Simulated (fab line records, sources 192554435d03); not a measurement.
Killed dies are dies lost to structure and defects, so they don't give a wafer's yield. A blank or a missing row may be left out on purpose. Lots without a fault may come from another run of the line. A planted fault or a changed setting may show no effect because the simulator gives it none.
fab line records | flow n5_finfet
record lots=7 wafers=21
route steps=1938 shown PASSIVATION@1916
start_h: hours from the record's first day to the start of the lot's first wafer shown | wait_h: hours since the lot's step before | " the same as in the row above | L1.1+2: a row that stands for several wafers | - no value, or no start given | * or withheld: withheld | < > ~ a bound
route shown NAME@n: a module of which the file shows steps, and the number in the route of the first | usual: mean/standard deviation of fault-free wafers | same: alike in all rows | chamber/n: place in a boat | sites: the reading at each site | _std_site: their standard deviation | _edge_site: outer sites' mean less inner sites' | radius_mm: how far each site lies from the wafer's centre | mask NAME#n: copy n | behind: the tool/chamber that last shaped the wafer | hold: why the lot was held/for how many hours/how that ended | device: the transistor (n, p or np) that didn't switch | end of line: the same wafers' tests at the end of the route | a step without rows: its recipe alone | killed: dies lost to structure and defects at the first sort, not the wafer's yield | map: a wafer's dies, x killed, . not, _ none there
set.NAME: the setting as run; set.NAME@STEP: as run at that earlier step | model.NAME: the simulator's own value behind a step, which no gauge read
lots whose settings were changed on purpose; a table a step, a row a wafer
## steps
# step N5_PASSIVATION_PECVD_35
# recipe material=SiNx target_thk_a=7000 temp_c=400 precursor=SiH4/NH3/N2 pressure_torr=4.9 rf_w=1406 time_s=151.3
# columns lot.wafer tool chamber start_h wait_h set.time_s model.SiNx_of_PASSIVATION_PECVD_35.thk_nm
L076.1 pecvd-04 1 324.06 0.1 151.3 690.4
L076.3 " 0 " " 151.3 706.2
L076.6 " 1 " " 151.3 703.8
L075.1 pecvd-02 0 337.49 0.1 151.3 695.8
L075.2 " 1 " " 171.3 788
L075.3 " 2 " " 171.3 766.6
L080.1 pecvd-01 0 359.32 0.1 151.3 684
L080.2 " 1 " " 151.3 673.4
L080.4 " 2 " " 151.3 695.2
L082.1 pecvd-04 2 378.01 0.1 163.8 744.6
L082.3 " 0 " " 163.8 754.6
L082.5 " 1 " " 151.3 705.4
L088.3 pecvd-02 0 423.88 0.1 151.3 709.6
L088.4 " 2 " " 151.3 700
L088.6 " 0 " " 141.4 675.6
L094.2 pecvd-02 0 450.85 0.1 151.3 709
L094.4 " 2 " " 151.3 705.4
L094.6 " 0 " " 151.3 721.6
L096.2 pecvd-02 0 458.37 0.1 151.3 710.4
L096.4 " 1 " " 166.9 791.4
L096.6 " 2 " " 166.9 787.8
# step N5_PASSIVATION_HMDS_37
# recipe time_s=60 temp_c=120
# step N5_PASSIVATION_COAT_38
# recipe spin_rpm=3000 resist_thk_nm=withheld
# step N5_PASSIVATION_SRD_72
# recipe dry=ipa_marangoni time_s=30 temp_c=23 rinse_liquid=diw
# step N5_PASSIVATION_ANNEAL_56
# recipe temp_c=400 time_s=1800 ambient=FGA idle_temp_c=300 ramp_up_c_per_min=5 ramp_down_c_per_min=3
# step N5_PASSIVATION_PROBE_49
# usual defect_limited_yield=91.5/1.4 killed_at_M0_to_M3=34/11 killed_at_M4_up=15/6 killed_at_contacts=11/5.9 killed_at_front_end=37/11 killed_at_other=3.6/2.9 killed_dies=101/17 killed_open=66/12 killed_short=33/7.8 sort_bin_5_function=5.0/0.97 sort_bin_6_memory=3.2/0.65 sort_bin_8_speed=0.02/0.2 sort_n_pass=1079/17 sort_yield_pct=91.4/1.4
# same gross_dies=1180 killed_at_back_side=0 sort_bin_4_leakage[%]=0
# columns lot.wafer tool chamber start_h wait_h set.time_s@PASSIVATION_PECVD_35 defect_limited_yield[%] killed_at_M0_to_M3 killed_at_M4_up killed_at_contacts killed_at_front_end killed_at_other killed_dies killed_open killed_short sort_bin_5_function[%] sort_bin_6_memory[%] sort_bin_8_speed[%] sort_n_pass sort_yield_pct[%]
L076.1 prober-01 - 327.62 0.0 151.3 89.5 33 33 2 52 4 124 56 28 6.5 3.6 0 1056 89.5
L076.3 prober-01 - 327.72 0.1 151.3 92.8 27 11 10 32 5 85 46 25 3.7 3.1 0 1095 92.8
L076.6 prober-01 - 327.87 0.3 151.3 83.1 28 12 16 30 113 199 58 34 13.1 3.5 0 981 83.1
L075.1 prober-02 - 341.06 0.0 151.3 73.6 43 239 6 22 2 312 51 20 14.3 10.3 0 868 73.6
L075.2 prober-02 - 341.11 0.1 171.3 5.5 27 266 15 36 771 1115 78 26 82.5 10.4 0 65 5.5
L075.3 prober-02 - 341.16 0.1 171.3 7.6 33 17 11 51 978 1090 63 45 88.5 3.3 0 90 7.6
L080.1 prober-01 - 363.66 0.5 151.3 3.8 31 663 5 26 410 1135 60 25 93.2 2.7 0 45 3.8
L080.2 prober-01 - 363.71 0.5 151.3 34.7 33 173 10 29 526 771 62 33 56.4 8.1 0 409 34.7
L080.4 prober-01 - 363.81 0.6 151.3 28.1 39 762 10 33 4 848 84 35 68.2 3.1 0 332 28.1
L082.1 prober-02 - 381.59 0.0 163.8 61.6 39 18 8 42 346 453 67 40 34.2 4.0 0 727 61.6
L082.3 prober-02 - 381.69 0.1 163.8 37.3 31 11 8 49 641 740 73 25 58.6 3.9 0 440 37.3
L082.5 prober-02 - 381.79 0.2 151.3 34.2 204 23 7 26 517 777 48 37 56.1 8.9 0 403 34.2
L088.3 prober-02 - 427.63 0.1 151.3 91.7 32 9 5 42 10 98 66 31 4.5 3.6 0 1082 91.7
L088.4 prober-02 - 427.68 0.2 151.3 91.8 30 11 13 38 5 97 63 31 4.2 3.5 0 1083 91.8
L088.6 prober-02 - 427.78 0.3 141.4 92.8 12 8 16 43 6 85 60 24 3.8 3.1 0 1095 92.8
L094.2 prober-01 - 454.93 0.1 151.3 92.4 34 13 8 33 2 90 53 33 4.1 3.1 0 1090 92.4
L094.4 prober-01 - 455.03 0.2 151.3 91.0 45 20 9 32 0 106 71 29 5.1 3.5 0 1074 91.0
L094.6 prober-01 - 455.13 0.3 151.3 93.6 30 12 7 26 1 76 55 20 4.1 2.4 0.17 1102 93.4
L096.2 prober-02 - 462.00 0.1 151.3 0.1 133 977 20 44 5 1179 77 35 67.1 8.1 0 1 0.1
L096.4 prober-02 - 462.10 0.2 166.9 25.0 29 18 27 34 777 885 82 34 70.9 3.8 0 295 25.0
L096.6 prober-02 - 462.20 0.3 166.9 0 23 1104 15 35 3 1180 54 28 67.7 4.6 0 0 0
# killed by level:class
L076.1 BEOL_M4:area_expose=28 STI_FIN_REVEAL:geometric_particle:open=13 BEOL_M1:area_expose=10 DUMMY_GATE:geometric_particle:open=9 FIN_SAQP:geometric_particle:short=7 FIN_SAQP:geometric_particle:open=6 BEOL_M3:geometric_particle:open=6 BEOL_M0_SAQP:geometric_particle:open=6
L076.3 BEOL_M1:area_expose=12 STI_FIN_REVEAL:geometric_particle:open=9 STARTING-WAFER:geometric_particle:short=6 MOL_CONTACT_COAG:geometric_particle:open=6 BEOL_M1:geometric_particle:open=5 GATE_CUT:geometric_particle:short=4 BEOL_M2:geometric_particle:open=4 BEOL_M6:geometric_particle:open=4
L076.6 PASSIVATION:area_pecvd=105 MOL_CONTACT_COAG:geometric_particle:open=14 BEOL_M0_SAQP:geometric_particle:short=9 BEOL_M0_SAQP:geometric_particle:open=9 DUMMY_GATE:geometric_particle:open=8 GATE_CUT:geometric_particle:short=7 FIN_SAQP:geometric_particle:short=6 BEOL_M4:geometric_particle:open=5
L075.1 BEOL_M4:area_expose=223 BEOL_M1:area_expose=16 BEOL_M3:geometric_particle:open=7 BEOL_M4:geometric_particle:open=6 BEOL_M1:geometric_particle:open=5 FIN_SAQP:geometric_particle:open=4 BEOL_M2:geometric_particle:open=4 BEOL_M0_SAQP:geometric_particle:open=4
L075.2 PASSIVATION:area_pecvd=764 BEOL_M4:area_expose=247 MOL_CONTACT_COAG:geometric_particle:open=13 STI_FIN_REVEAL:geometric_particle:open=12 BEOL_M3:geometric_particle:open=10 BEOL_M4:geometric_particle:open=8 DUMMY_GATE:geometric_particle:open=6 BEOL_M3:geometric_particle:short=5
L075.3 PASSIVATION:area_pecvd=978 STI_FIN_REVEAL:geometric_particle:open=11 MOL_CONTACT_COAG:geometric_particle:open=9 BEOL_M1:geometric_particle:short=9 FIN_SAQP:geometric_particle:open=7 BEOL_M4:geometric_particle:open=7 FIN_SAQP:geometric_particle:short=6 GATE_CUT:geometric_particle:short=6
L080.1 BEOL_M11:area_etch=640 PASSIVATION:area_pecvd=409 BEOL_M4:geometric_particle:open=12 BEOL_M3:geometric_particle:open=8 BEOL_M0_SAQP:geometric_particle:short=6 FIN_SAQP:geometric_particle:open=5 MOL_CONTACT_COAG:geometric_particle:open=5 ILD0:geometric_particle:short=4
L080.2 PASSIVATION:area_pecvd=525 BEOL_M4:area_expose=150 BEOL_M4:geometric_particle:open=11 BEOL_M0_SAQP:geometric_particle:short=10 BEOL_M0_SAQP:geometric_particle:open=10 MOL_CONTACT_COAG:geometric_particle:open=7 BEOL_M0:geometric_particle:open=6 FIN_SAQP:geometric_particle:open=5
L080.4 BEOL_M11:area_etch=716 BEOL_M4:geometric_particle:open=22 BEOL_M0_SAQP:geometric_particle:open=13 WELL_APT:area_peb=12 MOL_CONTACT_COAG:geometric_particle:open=10 BEOL_M0_SAQP:geometric_particle:short=9 BEOL_M5:geometric_particle:open=9 BEOL_M4:geometric_particle:short=6
L082.1 PASSIVATION:area_pecvd=345 STI_FIN_REVEAL:geometric_particle:open=11 BEOL_M3:geometric_particle:open=10 BEOL_M0_SAQP:geometric_particle:open=9 BEOL_M4:geometric_particle:open=9 BEOL_M1:geometric_particle:open=8 FIN_SAQP:geometric_particle:short=5 GATE_CUT:geometric_particle:short=5
L082.3 PASSIVATION:area_pecvd=640 STI_FIN_REVEAL:geometric_particle:open=21 BEOL_M1:geometric_particle:open=10 BEOL_M3:geometric_particle:open=7 FIN_SAQP:geometric_particle:open=6 MOL_CONTACT_COAG:geometric_particle:open=6 BEOL_M0_SAQP:geometric_particle:short=6 BEOL_M0_SAQP:geometric_particle:open=5
L082.5 PASSIVATION:area_pecvd=513 BEOL_M1:area_expose=168 BEOL_M1:geometric_particle:open=9 BEOL_M4:area_expose=9 BEOL_M3:geometric_particle:open=8 GATE_CUT:geometric_particle:short=7 BEOL_M0_SAQP:geometric_particle:short=6 BEOL_M4:geometric_particle:open=6
L088.3 FIN_SAQP:geometric_particle:open=13 BEOL_M1:geometric_particle:open=10 BEOL_M2:geometric_particle:open=7 FIN_SAQP:geometric_particle:short=6 BEOL_M0_SAQP:geometric_particle:short=6 STI_FIN_REVEAL:geometric_particle:open=5 MIM_TOP_ETCH:geometric_particle:short=5 MOL_CONTACT_COAG:geometric_particle:open=4
L088.4 FIN_SAQP:geometric_particle:open=12 MOL_CONTACT_COAG:geometric_particle:open=8 FIN_SAQP:geometric_particle:short=7 BEOL_M4:geometric_particle:open=6 BEOL_M1:geometric_particle:open=6 STI_FIN_REVEAL:geometric_particle:open=5 MOL_CONTACT_COAG:geometric_particle:short=5 BEOL_M0_SAQP:geometric_particle:short=5
L088.6 FIN_SAQP:geometric_particle:open=13 MOL_CONTACT_COAG:geometric_particle:open=12 STI_FIN_REVEAL:geometric_particle:open=7 STARTING-WAFER:geometric_particle:short=5 STI_FIN_REVEAL:geometric_particle:short=4 MOL_CONTACT_COAG:geometric_particle:short=4 BEOL_M0_SAQP:geometric_particle:open=4 FIN_SAQP:geometric_particle:short=3
L094.2 BEOL_M0_SAQP:geometric_particle:short=15 STI_FIN_REVEAL:geometric_particle:open=9 BEOL_M0_SAQP:geometric_particle:open=7 BEOL_M4:geometric_particle:open=7 STARTING-WAFER:geometric_particle:open=6 MOL_CONTACT_COAG:geometric_particle:open=5 FIN_SAQP:geometric_particle:open=4 GATE_CUT:geometric_particle:short=4
L094.4 BEOL_M3:geometric_particle:open=16 STI_FIN_REVEAL:geometric_particle:open=11 BEOL_M0_SAQP:geometric_particle:short=11 BEOL_M0_SAQP:geometric_particle:open=10 MOL_CONTACT_COAG:geometric_particle:open=8 BEOL_M4:geometric_particle:open=7 STI_FIN_REVEAL:geometric_particle:short=4 GATE_CUT:geometric_particle:open=4
L094.6 STI_FIN_REVEAL:geometric_particle:open=11 MOL_CONTACT_COAG:geometric_particle:open=7 BEOL_M3:geometric_particle:open=6 BEOL_M0_SAQP:geometric_particle:short=5 BEOL_M2:geometric_particle:open=5 BEOL_M0_SAQP:geometric_particle:open=4 BEOL_M1:geometric_particle:open=4 STARTING-WAFER:geometric_particle:short=4
L096.2 BEOL_M4:area_expose=964 BEOL_M1:area_expose=91 MOL_CONTACT_COAG:geometric_particle:open=13 STI_FIN_REVEAL:geometric_particle:open=12 BEOL_M3:geometric_particle:open=10 FIN_SAQP:geometric_particle:open=8 BEOL_M0_SAQP:geometric_particle:open=8 HKMG_FIN:area_peb=8
L096.4 PASSIVATION:area_pecvd=766 MOL_CONTACT_COAG:geometric_particle:open=21 BEOL_M3:geometric_particle:open=16 BEOL_M4:geometric_particle:open=8 FIN_SAQP:geometric_particle:open=6 STI_FIN_REVEAL:geometric_particle:open=6 MOL_CONTACT_COAG:geometric_particle:short=5 BEOL_M0_SAQP:geometric_particle:short=5
L096.6 BEOL_M4:area_expose=1092 MOL_CONTACT_COAG:geometric_particle:open=12 FIN_SAQP:geometric_particle:short=8 FIN_SAQP:geometric_particle:open=5 BEOL_M3:geometric_particle:open=5 BEOL_M4:geometric_particle:open=5 DUMMY_GATE:geometric_particle:open=4 STI_FIN_REVEAL:geometric_particle:open=3
## key
split step=N5_PASSIVATION_PECVD_35 setting=time_s stated=151.3 by=wafer
response step=N5_PASSIVATION_PECVD_35 reading=model.SiNx_of_PASSIVATION_PECVD_35.thk_nm change=+6.25 per=1% r=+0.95
response step=N5_PASSIVATION_PROBE_49 reading=killed_at_M0_to_M3 shape=bent at_lowest=12 at_stated=53 at_highest=30
